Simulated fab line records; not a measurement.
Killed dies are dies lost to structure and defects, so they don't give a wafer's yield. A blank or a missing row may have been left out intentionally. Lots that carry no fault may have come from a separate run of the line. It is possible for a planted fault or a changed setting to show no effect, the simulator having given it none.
Which tool was responsible? :: flow n5 finfet :: 63 wafers from 21 lots sampled at 4 of the route's 1938 steps

WHAT EACH GAUGE READ, for each wafer
N5_BEOL_M7_RS_MEAS_57: a four-point-probe measurement. Usual: M7_RS gives 0.286 ohm/sq (standard deviation 0.0074).
lot: L074
measured: day 9 01:32
on: film metro-02
M7_RS (ohm/sq): 0.298 0.295 0.289
flag: 

lot: L075
measured: day 9 07:25
on: film metro-02
M7_RS (ohm/sq): 0.278 0.293 0.291
flag: 

lot: L076
measured: day 9 07:42
on: film metro-01
M7_RS (ohm/sq): 0.289 0.283 0.284
flag: 

lot: L077
measured: day 9 15:32
on: film metro-02
M7_RS (ohm/sq): 0.292 0.286 0.288
flag: 

lot: L078
measured: day 10 00:57
on: film metro-02
M7_RS (ohm/sq): 0.286 0.296 0.295
flag: 

lot: L080
measured: day 10 07:55
on: film metro-02
M7_RS (ohm/sq): 0.278 0.274 0.290
flag: 

lot: L081
measured: day 10 19:31
on: film metro-01
M7_RS (ohm/sq): 0.288 0.298 0.299
flag: 

lot: L082
measured: day 11 02:42
on: film metro-01
M7_RS (ohm/sq): 0.286 0.279 0.283
flag: 

lot: L083
measured: day 11 07:40
on: film metro-02
M7_RS (ohm/sq): 0.292 0.283 0.281
flag: 

lot: L085
measured: day 12 05:06
on: film metro-02
M7_RS (ohm/sq): 0.294 0.281 0.276
flag: 

lot: L087
measured: day 12 13:15
on: film metro-02
M7_RS (ohm/sq): 0.287 0.283 0.285
flag: 

lot: L086
measured: day 12 15:22
on: film metro-02
M7_RS (ohm/sq): 0.279 0.276 0.286
flag: 

lot: L088
measured: day 13 13:54
on: film metro-02
M7_RS (ohm/sq): 0.281 0.293 0.285
flag: 

lot: L090
measured: day 13 17:10
on: film metro-02
M7_RS (ohm/sq): 0.285 0.284 0.285
flag: 

lot: L092
measured: day 13 21:19
on: film metro-02
M7_RS (ohm/sq): 0.293 0.278 0.289
flag: 

lot: L091
measured: day 13 21:36
on: film metro-02
M7_RS (ohm/sq): 0.295 0.282 0.272
flag: 

lot: L093
measured: day 14 19:40
on: film metro-02
M7_RS (ohm/sq): 0.303 0.288 0.291
flag: 

lot: L094
measured: day 15 00:39
on: film metro-02
M7_RS (ohm/sq): 0.295 0.282 0.274
flag: 

lot: L097
measured: day 15 02:03
on: film metro-02
M7_RS (ohm/sq): 0.280 0.286 0.296
flag: 

lot: L095
measured: day 15 03:32
on: film metro-02
M7_RS (ohm/sq): 0.269 0.279 0.283
flag: 

lot: L096
measured: day 15 06:48
on: film metro-02
M7_RS (ohm/sq): 0.275 0.275 0.287
flag: 

WHAT TOOL EACH LOT RAN ON (gives the tool, then ch and the chambers of the sampled wafers, and finally the start)
lot: L074
N5_BEOL_M6_TRENCH_ETCH_37: rie diel-04 ch 0,1,3, day 8 17:50 or earlier
N5_BEOL_M6_SURFACE_TREAT_79: pvd sputter-03, day 8 17:50
N5_BEOL_M7_SPUTTER_48: pvd sputter-03, day 9 00:24

lot: L075
N5_BEOL_M6_TRENCH_ETCH_37: rie diel-05 ch 0,2,3, day 8 23:20 or earlier
N5_BEOL_M6_SURFACE_TREAT_79: pvd sputter-03, day 8 23:20
N5_BEOL_M7_SPUTTER_48: pvd sputter-02, day 9 06:29

lot: L076
N5_BEOL_M6_TRENCH_ETCH_37: rie diel-05 ch 0,1,2, day 9 00:19 or earlier
N5_BEOL_M6_SURFACE_TREAT_79: pvd sputter-03, day 9 00:19
N5_BEOL_M7_SPUTTER_48: pvd sputter-02, day 9 06:46

lot: L077
N5_BEOL_M6_TRENCH_ETCH_37: rie diel-05 ch 0,2,3, day 9 03:44 or earlier
N5_BEOL_M6_SURFACE_TREAT_79: pvd sputter-02, day 9 03:44
N5_BEOL_M7_SPUTTER_48: pvd sputter-03, day 9 14:35

lot: L078
N5_BEOL_M6_TRENCH_ETCH_37: rie diel-03 ch 1,2,3, day 9 16:36 or earlier
N5_BEOL_M6_SURFACE_TREAT_79: pvd sputter-02, day 9 16:36
N5_BEOL_M7_SPUTTER_48: pvd sputter-01, day 10 00:01

lot: L080
N5_BEOL_M6_TRENCH_ETCH_37: rie diel-03 ch 0,1, day 9 21:22 or earlier
N5_BEOL_M6_SURFACE_TREAT_79: pvd sputter-03, day 9 21:22
N5_BEOL_M7_SPUTTER_48: pvd sputter-01, day 10 06:59

lot: L081
N5_BEOL_M6_TRENCH_ETCH_37: rie diel-03 ch 1,2,3, day 10 07:59 or earlier
N5_BEOL_M6_SURFACE_TREAT_79: pvd sputter-01, day 10 07:59
N5_BEOL_M7_SPUTTER_48: pvd sputter-02, day 10 18:27

lot: L082
N5_BEOL_M6_TRENCH_ETCH_37: rie diel-04 ch 0,2, day 10 16:22 or earlier
N5_BEOL_M6_SURFACE_TREAT_79: pvd sputter-03, day 10 16:22
N5_BEOL_M7_SPUTTER_48: pvd sputter-01, day 11 01:20

lot: L083
N5_BEOL_M6_TRENCH_ETCH_37: rie diel-05 ch 1,3, day 10 19:21 or earlier
N5_BEOL_M6_SURFACE_TREAT_79: pvd sputter-02, day 10 19:21
N5_BEOL_M7_SPUTTER_48: pvd sputter-01, day 11 06:28

lot: L085
N5_BEOL_M6_TRENCH_ETCH_37: rie diel-05 ch 1,2,3, day 11 15:07 or earlier
N5_BEOL_M6_SURFACE_TREAT_79: pvd sputter-01, day 11 15:07
N5_BEOL_M7_SPUTTER_48: pvd sputter-02, day 12 03:07

lot: L087
N5_BEOL_M6_TRENCH_ETCH_37: rie diel-05 ch 1,2,3, day 12 02:38 or earlier
N5_BEOL_M6_SURFACE_TREAT_79: pvd sputter-01, day 12 02:38
N5_BEOL_M7_SPUTTER_48: pvd sputter-02, day 12 12:15

lot: L086
N5_BEOL_M6_TRENCH_ETCH_37: rie diel-03 ch 0,3, day 12 02:45 or earlier
N5_BEOL_M6_SURFACE_TREAT_79: pvd sputter-01, day 12 02:45
N5_BEOL_M7_SPUTTER_48: pvd sputter-01, day 12 14:23

lot: L088
N5_BEOL_M6_TRENCH_ETCH_37: rie diel-05 ch 0,2, day 13 05:05 or earlier
N5_BEOL_M6_SURFACE_TREAT_79: pvd sputter-01, day 13 05:05
N5_BEOL_M7_SPUTTER_48: pvd sputter-01, day 13 12:30

lot: L090
N5_BEOL_M6_TRENCH_ETCH_37: rie diel-04 ch 1,2,3, day 13 08:37 or earlier
N5_BEOL_M6_SURFACE_TREAT_79: pvd sputter-01, day 13 08:37
N5_BEOL_M7_SPUTTER_48: pvd sputter-02, day 13 16:09

lot: L092
N5_BEOL_M6_TRENCH_ETCH_37: rie diel-05 ch 0,1, day 13 11:29 or earlier
N5_BEOL_M6_SURFACE_TREAT_79: pvd sputter-02, day 13 11:29
N5_BEOL_M7_SPUTTER_48: pvd sputter-03, day 13 20:23

lot: L091
N5_BEOL_M6_TRENCH_ETCH_37: rie diel-03 ch 0,2, day 13 12:08 or earlier
N5_BEOL_M6_SURFACE_TREAT_79: pvd sputter-03, day 13 12:08
N5_BEOL_M7_SPUTTER_48: pvd sputter-03, day 13 20:35

lot: L093
N5_BEOL_M6_TRENCH_ETCH_37: rie diel-03 ch 2,3, day 14 11:44 or earlier
N5_BEOL_M6_SURFACE_TREAT_79: pvd sputter-03, day 14 11:44
N5_BEOL_M7_SPUTTER_48: pvd sputter-02, day 14 18:31

lot: L094
N5_BEOL_M6_TRENCH_ETCH_37: rie diel-03 ch 0,3, day 14 14:14 or earlier
N5_BEOL_M6_SURFACE_TREAT_79: pvd sputter-02, day 14 14:14
N5_BEOL_M7_SPUTTER_48: pvd sputter-01, day 14 23:26

lot: L097
N5_BEOL_M6_TRENCH_ETCH_37: rie diel-03 ch 1,2,3, day 14 18:12 or earlier
N5_BEOL_M6_SURFACE_TREAT_79: pvd sputter-02, day 14 18:12
N5_BEOL_M7_SPUTTER_48: pvd sputter-03, day 15 01:07

lot: L095
N5_BEOL_M6_TRENCH_ETCH_37: rie diel-03 ch 0,3, day 14 18:35 or earlier
N5_BEOL_M6_SURFACE_TREAT_79: pvd sputter-02, day 14 18:35
N5_BEOL_M7_SPUTTER_48: pvd sputter-03, day 15 02:22

lot: L096
N5_BEOL_M6_TRENCH_ETCH_37: rie diel-05 ch 0,2, day 14 22:48 or earlier
N5_BEOL_M6_SURFACE_TREAT_79: pvd sputter-01, day 14 22:48
N5_BEOL_M7_SPUTTER_48: pvd sputter-02, day 15 05:49
- N5_BEOL_M6_TRENCH_ETCH_37: etches SiCOH lowk in C4F6/O2, target depth 94.435 nm, time 31.5 s.
- N5_BEOL_M6_SURFACE_TREAT_79
- N5_BEOL_M7_SPUTTER_48: material Cu, target thk 10 nm, time 1.667 s.

AS READ BY THE TOOLS THEMSELVES (means over the sampled wafers that have a number; for cases with no such wafer, the mark the record gives instead)
N5_BEOL_M6_TRENCH_ETCH_37. Usual: drypump motor current A 5.9 A, standard deviation 0.48; oes_f_703_au 0.78 a.u., standard deviation 0.11; oes_o_777_au 0.78 a.u., standard deviation 0.1; oes product au 0.78 a.u., standard deviation 0.11; rf fwd power W 339.6 W, standard deviation 1.7; rf vpp V 659 V, standard deviation 11; showerhead plenum p Torr 2.85 Torr, standard deviation 0.095; throttle valve pct 20.83 %, standard deviation 0.24.
lot: L074
tool: rie diel-04
drypump motor current A (A): 6.2
oes_f_703_au (a.u.): 0.73
oes_o_777_au (a.u.): 0.73
oes product au (a.u.): 0.73
rf fwd power W (W): 339.1
rf vpp V (V): 673
showerhead plenum p Torr (Torr): 2.87
throttle valve pct (%): 20.69
flag: 

lot: L075
tool: rie diel-05
drypump motor current A (A): 5.9
oes_f_703_au (a.u.): 0.70
oes_o_777_au (a.u.): 0.70
oes product au (a.u.): 0.68
rf fwd power W (W): 340.1
rf vpp V (V): 647
showerhead plenum p Torr (Torr): 2.76
throttle valve pct (%): 20.81
flag: 

lot: L076
tool: rie diel-05
drypump motor current A (A): 5.6
oes_f_703_au (a.u.): 0.71
oes_o_777_au (a.u.): 0.71
oes product au (a.u.): 0.69
rf fwd power W (W): 339.8
rf vpp V (V): 650
showerhead plenum p Torr (Torr): 2.73
throttle valve pct (%): 20.81
flag: 

lot: L077
tool: rie diel-05
drypump motor current A (A): 6.0
oes_f_703_au (a.u.): 0.70
oes_o_777_au (a.u.): 0.70
oes product au (a.u.): 0.68
rf fwd power W (W): 338.0
rf vpp V (V): 647
showerhead plenum p Torr (Torr): 2.76
throttle valve pct (%): 20.81
flag: 

lot: L078
tool: rie diel-03
drypump motor current A (A): 6.0
oes_f_703_au (a.u.): 0.81
oes_o_777_au (a.u.): 0.81
oes product au (a.u.): 0.81
rf fwd power W (W): 340.8
rf vpp V (V): 665
showerhead plenum p Torr (Torr): 2.84
throttle valve pct (%): 21.05
flag: 

lot: L080
tool: rie diel-03
drypump motor current A (A): 6.2
oes_f_703_au (a.u.): 0.81
oes_o_777_au (a.u.): 0.81
oes product au (a.u.): 0.79
rf fwd power W (W): 337.9
rf vpp V (V): 658
showerhead plenum p Torr (Torr): 2.80
throttle valve pct (%): 20.77
flag: 

lot: L081
tool: rie diel-03
drypump motor current A (A): 6.0
oes_f_703_au (a.u.): 0.80
oes_o_777_au (a.u.): 0.80
oes product au (a.u.): 0.80
rf fwd power W (W): 338.7
rf vpp V (V): 665
showerhead plenum p Torr (Torr): 2.83
throttle valve pct (%): 21.05
flag: 

lot: L082
tool: rie diel-04
drypump motor current A (A): 6.5
oes_f_703_au (a.u.): 0.69
oes_o_777_au (a.u.): 0.69
oes product au (a.u.): 0.69
rf fwd power W (W): 340.6
rf vpp V (V): 660
showerhead plenum p Torr (Torr): 2.84
throttle valve pct (%): 21.00
flag: 

lot: L083
tool: rie diel-05
drypump motor current A (A): 5.8
oes_f_703_au (a.u.): 0.70
oes_o_777_au (a.u.): 0.69
oes product au (a.u.): 0.70
rf fwd power W (W): 340.5
rf vpp V (V): 644
showerhead plenum p Torr (Torr): 2.88
throttle valve pct (%): 20.72
flag: 

lot: L085
tool: rie diel-05
drypump motor current A (A): 5.7
oes_f_703_au (a.u.): 0.78
oes_o_777_au (a.u.): 0.78
oes product au (a.u.): 0.78
rf fwd power W (W): 339.2
rf vpp V (V): 652
showerhead plenum p Torr (Torr): 2.91
throttle valve pct (%): 20.73
flag: 

lot: L087
tool: rie diel-05
drypump motor current A (A): 5.7
oes_f_703_au (a.u.): 0.78
oes_o_777_au (a.u.): 0.78
oes product au (a.u.): 0.77
rf fwd power W (W): 338.6
rf vpp V (V): 652
showerhead plenum p Torr (Torr): 2.91
throttle valve pct (%): 20.73
flag: 

lot: L086
tool: rie diel-03
drypump motor current A (A): 5.5
oes_f_703_au (a.u.): 0.78
oes_o_777_au (a.u.): 0.78
oes product au (a.u.): 0.79
rf fwd power W (W): 340.4
rf vpp V (V): 667
showerhead plenum p Torr (Torr): 2.80
throttle valve pct (%): 21.04
flag: 

lot: L088
tool: rie diel-05
drypump motor current A (A): 5.9
oes_f_703_au (a.u.): 0.94
oes_o_777_au (a.u.): 0.94
oes product au (a.u.): 0.94
rf fwd power W (W): 340.3
rf vpp V (V): 659
showerhead plenum p Torr (Torr): 3.01
throttle valve pct (%): 20.49
flag: 

lot: L090
tool: rie diel-04
drypump motor current A (A): 6.2
oes_f_703_au (a.u.): 0.89
oes_o_777_au (a.u.): 0.88
oes product au (a.u.): 0.88
rf fwd power W (W): 339.0
rf vpp V (V): 665
showerhead plenum p Torr (Torr): 2.81
throttle valve pct (%): 20.64
flag: 

lot: L092
tool: rie diel-05
drypump motor current A (A): 5.5
oes_f_703_au (a.u.): 0.86
oes_o_777_au (a.u.): 0.85
oes product au (a.u.): 0.85
rf fwd power W (W): 340.8
rf vpp V (V): 652
showerhead plenum p Torr (Torr): 2.94
throttle valve pct (%): 20.50
flag: 

lot: L091
tool: rie diel-03
drypump motor current A (A): 5.6
oes_f_703_au (a.u.): 0.77
oes_o_777_au (a.u.): 0.78
oes product au (a.u.): 0.77
rf fwd power W (W): 340.6
rf vpp V (V): 663
showerhead plenum p Torr (Torr): 2.85
throttle valve pct (%): 21.11
flag: 

lot: L093
tool: rie diel-03
drypump motor current A (A): 5.7
oes_f_703_au (a.u.): 0.84
oes_o_777_au (a.u.): 0.85
oes product au (a.u.): 0.86
rf fwd power W (W): 340.8
rf vpp V (V): 669
showerhead plenum p Torr (Torr): 2.82
throttle valve pct (%): 21.11
flag: 

lot: L094
tool: rie diel-03
drypump motor current A (A): 5.4
oes_f_703_au (a.u.): 0.72
oes_o_777_au (a.u.): 0.73
oes product au (a.u.): 0.73
rf fwd power W (W): 339.5
rf vpp V (V): 663
showerhead plenum p Torr (Torr): 2.81
throttle valve pct (%): 21.06
flag: 

lot: L097
tool: rie diel-03
drypump motor current A (A): 6.0
oes_f_703_au (a.u.): 0.84
oes_o_777_au (a.u.): 0.85
oes product au (a.u.): 0.85
rf fwd power W (W): 340.1
rf vpp V (V): 663
showerhead plenum p Torr (Torr): 2.82
throttle valve pct (%): 20.99
flag: 

lot: L095
tool: rie diel-03
drypump motor current A (A): 5.5
oes_f_703_au (a.u.): 0.76
oes_o_777_au (a.u.): 0.76
oes product au (a.u.): 0.77
rf fwd power W (W): 340.5
rf vpp V (V): 667
showerhead plenum p Torr (Torr): 2.79
throttle valve pct (%): 21.08
flag: 

lot: L096
tool: rie diel-05
drypump motor current A (A): 6.0
oes_f_703_au (a.u.): 0.91
oes_o_777_au (a.u.): 0.91
oes product au (a.u.): 0.90
rf fwd power W (W): 339.6
rf vpp V (V): 662
showerhead plenum p Torr (Torr): 3.00
throttle valve pct (%): 20.64
flag: 

N5_BEOL_M6_SURFACE_TREAT_79. Usual: ar flow sccm at 30.00 sccm, with a standard deviation of 0.082.
lot: L074
tool: pvd sputter-03
ar flow sccm (sccm): 29.95
flag: 

lot: L075
tool: pvd sputter-03
ar flow sccm (sccm): 30.01
flag: 

lot: L076
tool: pvd sputter-03
ar flow sccm (sccm): 29.95
flag: 

lot: L077
tool: pvd sputter-02
ar flow sccm (sccm): 30.06
flag: 

lot: L078
tool: pvd sputter-02
ar flow sccm (sccm): 30.08
flag: 

lot: L080
tool: pvd sputter-03
ar flow sccm (sccm): 29.95
flag: 

lot: L081
tool: pvd sputter-01
ar flow sccm (sccm): 29.96
flag: 

lot: L082
tool: pvd sputter-03
ar flow sccm (sccm): 30.03
flag: 

lot: L083
tool: pvd sputter-02
ar flow sccm (sccm): 30.02
flag: 

lot: L085
tool: pvd sputter-01
ar flow sccm (sccm): 29.96
flag: 

lot: L087
tool: pvd sputter-01
ar flow sccm (sccm): 30.00
flag: 

lot: L086
tool: pvd sputter-01
ar flow sccm (sccm): 29.93
flag: 

lot: L088
tool: pvd sputter-01
ar flow sccm (sccm): 30.01
flag: 

lot: L090
tool: pvd sputter-01
ar flow sccm (sccm): 29.97
flag: 

lot: L092
tool: pvd sputter-02
ar flow sccm (sccm): 30.05
flag: 

lot: L091
tool: pvd sputter-03
ar flow sccm (sccm): 30.09
flag: 

lot: L093
tool: pvd sputter-03
ar flow sccm (sccm): 29.97
flag: 

lot: L094
tool: pvd sputter-02
ar flow sccm (sccm): 29.97
flag: 

lot: L097
tool: pvd sputter-02
ar flow sccm (sccm): 29.98
flag: 

lot: L095
tool: pvd sputter-02
ar flow sccm (sccm): 29.98
flag: 

lot: L096
tool: pvd sputter-01
ar flow sccm (sccm): 29.99
flag: 

N5_BEOL_M7_SPUTTER_48. Usual: throttle valve pct at 29.9 %, with a standard deviation of 0.98.
lot: L074
tool: pvd sputter-03
throttle valve pct (%): 30.6
flag: 

lot: L075
tool: pvd sputter-02
throttle valve pct (%): 29.1
flag: 

lot: L076
tool: pvd sputter-02
throttle valve pct (%): 29.1
flag: 

lot: L077
tool: pvd sputter-03
throttle valve pct (%): 30.2
flag: 

lot: L078
tool: pvd sputter-01
throttle valve pct (%): 29.7
flag: 

lot: L080
tool: pvd sputter-01
throttle valve pct (%): 30.0
flag: 

lot: L081
tool: pvd sputter-02
throttle valve pct (%): 29.1
flag: 

lot: L082
tool: pvd sputter-01
throttle valve pct (%): 30.2
flag: 

lot: L083
tool: pvd sputter-01
throttle valve pct (%): 30.3
flag: 

lot: L085
tool: pvd sputter-02
throttle valve pct (%): 29.4
flag: 

lot: L087
tool: pvd sputter-02
throttle valve pct (%): 29.9
flag: 

lot: L086
tool: pvd sputter-01
throttle valve pct (%): 30.4
flag: 

lot: L088
tool: pvd sputter-01
throttle valve pct (%): 29.9
flag: 

lot: L090
tool: pvd sputter-02
throttle valve pct (%): 29.9
flag: 

lot: L092
tool: pvd sputter-03
throttle valve pct (%): 30.9
flag: 

lot: L091
tool: pvd sputter-03
throttle valve pct (%): 30.5
flag: 

lot: L093
tool: pvd sputter-02
throttle valve pct (%): 29.0
flag: 

lot: L094
tool: pvd sputter-01
throttle valve pct (%): 30.2
flag: 

lot: L097
tool: pvd sputter-03
throttle valve pct (%): 30.8
flag: 

lot: L095
tool: pvd sputter-03
throttle valve pct (%): 30.9
flag: 

lot: L096
tool: pvd sputter-02
throttle valve pct (%): 29.4
flag: 

THE ANSWER, worked out from the rows above alone
Rule: a lot counts as off when the mean over its wafers that have a number is more than 3 standard deviations away from the usual mean. Also off: a lot with no number at a reading for which 4 or more lots have one. Where the step has rows for the other lots, those lots are counted as sound. The gauges are gone through in route order, then the tools' own readings, and for those a lot's mean is taken as printed above. At the first step where some lot is off, the reading lying furthest off is the one used; lots without a number count as furthest.
Nothing can be told from this: no lot is off at any reading shown.

WHAT THE SIMULATOR HAD PUT IN
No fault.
